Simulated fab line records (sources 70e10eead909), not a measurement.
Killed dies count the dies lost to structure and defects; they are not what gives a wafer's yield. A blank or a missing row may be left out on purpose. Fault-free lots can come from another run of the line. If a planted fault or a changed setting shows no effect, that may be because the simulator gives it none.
Matching of chambers | flow nandHarc | NHARC_A_SLIT_DEP_23 on pecvd-03: 3 sister chambers
The step deposits SiON, target thk 100 nm. 27 wafers are shown with their chamber, then 12 later ones without.

WAFERS PAIRED WITH THEIR CHAMBERS
wafer  | chamber | heaterPowerW (W) | rfFwdPowerW (W)
L074.1 | 2       | 713              | 347.4
L074.2 | 0       | 854              | 349.5
L074.6 | 1       | 742              | 350.2
L076.2 | 0       | 815              | 349.4
L076.3 | 1       | 728              | 348.6
L076.4 | 2       | 612              | 349.2
L077.1 | 1       | 654              | 346.5
L077.5 | 1       | 652              | 348.1
L077.6 | 2       | 657              | 350.9
L078.4 | 0       | 799              | 349.0
L078.5 | 1       | 753              | 349.6
L078.6 | 2       | 689              | 346.5
L080.1 | 1       | 735              | 349.9
L080.4 | 0       | 704              | 347.6
L080.6 | 2       | 667              | 348.6
L081.1 | 2       | 689              | 348.4
L081.3 | 1       | 735              | 347.4
L081.6 | 0       | 830              | 348.9
L083.1 | 2       | 666              | 347.6
L083.5 | 2       | 676              | 347.5
L083.6 | 0       | 805              | 348.4
L086.1 | 1       | 705              | 349.1
L086.2 | 0       | 802              | 348.6
L086.3 | 2       | 688              | 348.4
L087.4 | 0       | 721              | 346.6
L087.5 | 1       | 654              | 348.3
L087.6 | 2       | 721              | 348.0

SIGNATURES (averages over the wafers above)
reading      | chamber 0 | chamber 1 | chamber 2 | scatter within a chamber
heaterPowerW | 791.25    | 706.44    | 677.80    | 41.5
rfFwdPowerW  | 348.500   | 348.633   | 348.250   | 1.14
Rule: a wafer lies at a distance from a chamber equal to the root of the sum of squares, over the readings, of (its reading less the chamber's mean, divided by the reading's scatter). If the next closest chamber is less than 2 further off than the closest, the wafer can't be placed; otherwise it belongs to the closest. The scatter: the root of (the sum of the squares of (reading less its chamber's mean) over the shown wafers, divided by (wafers less chambers)).

WAFERS WITH NO CHAMBER GIVEN
wafer  | heaterPowerW (W) | rfFwdPowerW (W)
L089.3 | 689              | 348.6
L089.5 | 687              | 349.7
L089.6 | 699              | 347.0
L092.1 | 663              | 347.2
L092.2 | 785              | 349.6
L092.4 | 817              | 347.4
L095.1 | 734              | 349.8
L095.2 | 680              | 349.9
L095.5 | 769              | 349.1
L097.1 | 733              | 348.3
L097.2 | 709              | 347.2
L097.4 | 749              | 348.3

EACH ONE'S CHAMBER
wafer  | from the rows above          | in truth
L089.3 | can't be placed: 2 or 1      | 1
L089.5 | can't be placed: 1 or 2 or 0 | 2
L089.6 | can't be placed: 2 or 1 or 0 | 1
L092.1 | can't be placed: 2 or 1      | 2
L092.2 | can't be placed: 0 or 1 or 2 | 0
L092.4 | can't be placed: 0 or 1      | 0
L095.1 | can't be placed: 1 or 0 or 2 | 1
L095.2 | can't be placed: 1 or 2 or 0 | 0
L095.5 | can't be placed: 0 or 1 or 2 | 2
L097.1 | can't be placed: 1 or 2 or 0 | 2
L097.2 | can't be placed: 2 or 1 or 0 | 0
L097.4 | can't be placed: 0 or 1 or 2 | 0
Correctly placed: 0 of 12. Not placeable from these rows: 12 (in 12, the candidates include the true chamber). Wrongly placed: 0.
